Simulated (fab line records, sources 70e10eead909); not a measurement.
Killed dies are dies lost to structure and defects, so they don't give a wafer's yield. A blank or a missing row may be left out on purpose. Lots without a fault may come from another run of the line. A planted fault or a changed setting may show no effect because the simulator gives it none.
Which tool did it? | flow nand_harc | 11 lots, 33 wafers sampled, at 5 steps of a route of 1302

WHAT THE GAUGES READ, wafer by wafer
NHARC_END_SORT_01.
lot  | measured     | on        | killed_at_array
L852 | day 25 02:53 | prober-01 | 674 674 670
L851 | day 25 11:32 | prober-01 | 674 673 672
L853 | day 26 03:07 | prober-02 | 668 668 669

WHICH TOOL RAN EACH LOT (tool, then ch and the chambers of the sampled wafers, then the start)
lot  | NHARC_A_CONTACT_ETCH_76                       | NHARC_A_CONTACT_ETCH_128             | NHARC_A_CONTACT_ETCH_131             | NHARC_A_CONTACT_ETCH_97
L849 | rie_diel-09 ch 1,2,3, day 21 16:01 or earlier | har_cap_etch-03 ch 0,1, day 21 16:01 | har_cap_etch-03 ch 0,1, day 21 16:34 | rie_diel-02 ch 0,1,2, no start
L852 | rie_diel-09 ch 0,1,3, day 22 21:32 or earlier | har_cap_etch-01 ch 0,1, day 22 21:32 | har_cap_etch-01 ch 0,1, day 22 22:04 | rie_diel-09 ch 0,2,3, day 25 02:53 or earlier
L851 | rie_diel-09 ch 0,1,3, day 23 02:30 or earlier | har_cap_etch-03 ch 0,1, day 23 02:30 | har_cap_etch-03 ch 0,1, day 23 03:02 | rie_diel-09 ch 1,2,3, day 23 04:20
L853 | rie_diel-09 ch 2,3, day 23 16:10 or earlier   | har_cap_etch-03 ch 0,1, day 23 16:10 | har_cap_etch-03 ch 0,1, day 23 16:42 | rie_diel-09 ch 0,1,2, day 26 03:07 or earlier
L861 | rie_diel-02 ch 0,2, day 27 05:23 or earlier   | har_cap_etch-03 ch 0,1, day 27 05:23 | har_cap_etch-03 ch 0,1, day 27 05:55 | rie_diel-09 ch 0,2,3, no start
L864 | rie_diel-09 ch 0,1,2, day 28 04:40 or earlier | har_cap_etch-01 ch 0,1, day 28 04:40 | har_cap_etch-01 ch 0,1, day 28 05:11 | rie_diel-09 ch 1,2, no start
L865 | rie_diel-09 ch 0,1,3, day 28 14:12 or earlier | har_cap_etch-03 ch 0,1, day 28 14:12 | har_cap_etch-03 ch 0,1, day 28 14:44 | rie_diel-09 ch 0,2,3, no start
L866 | rie_diel-11 ch 0,2, day 28 12:33              | har_cap_etch-01 ch 0,1, day 28 15:27 | har_cap_etch-01 ch 0,1, day 28 15:59 | rie_diel-09 ch 0,1,2, no start
L868 | rie_diel-09 ch 0,2,3, day 30 13:15 or earlier | har_cap_etch-02 ch 0,1, day 30 13:15 | har_cap_etch-02 ch 0,1, day 30 14:31 | rie_diel-02 ch 2,3, no start
L871 | rie_diel-09 ch 0,2,3, day 31 20:47 or earlier | har_cap_etch-01 ch 0,1, day 31 20:47 | har_cap_etch-01 ch 0,1, day 31 21:19 | rie_diel-02 ch 0,1,3, no start
L872 | rie_diel-09 ch 1,2,3, day 32 00:02 or earlier | har_cap_etch-03 ch 0,1, day 32 00:02 | har_cap_etch-03 ch 0,1, day 32 00:34 | rie_diel-11 ch 0,2, no start
- NHARC_A_CONTACT_ETCH_76: etches the open film in N2/H2, target depth 260 nm, time 475.3 s.
- NHARC_A_CONTACT_ETCH_128: etches the open film in C4F8/O2/Ar, time 197 s, target depth 1918 nm.
- NHARC_A_CONTACT_ETCH_131: etches the open film in C4F8/O2/Ar, time 197 s, target depth 1918 nm.
- NHARC_A_CONTACT_ETCH_97: etches the open film in C4F6/O2, target depth 20 nm, time 10 s.

THE ANSWER, worked out from the rows above alone
Rule: what is usual is taken from the lots themselves. Put in order of their means at a reading, lots are off if they are a third of the lots or fewer, leave a main group of 4 or more, and stand apart from it by a gap of 3 or more times the standard deviation of the main group's means; of several such gaps the widest counts. A main group whose means are all the same, to the digits that the tables above print for the reading, isn't used. A lot without any number at a reading at which 4 lots or more have one is off too. The other lots that the step has rows for count as sound.
No lot is off at any reading shown: from this, nothing can be told.

WHAT THE SIMULATOR HAD PUT IN
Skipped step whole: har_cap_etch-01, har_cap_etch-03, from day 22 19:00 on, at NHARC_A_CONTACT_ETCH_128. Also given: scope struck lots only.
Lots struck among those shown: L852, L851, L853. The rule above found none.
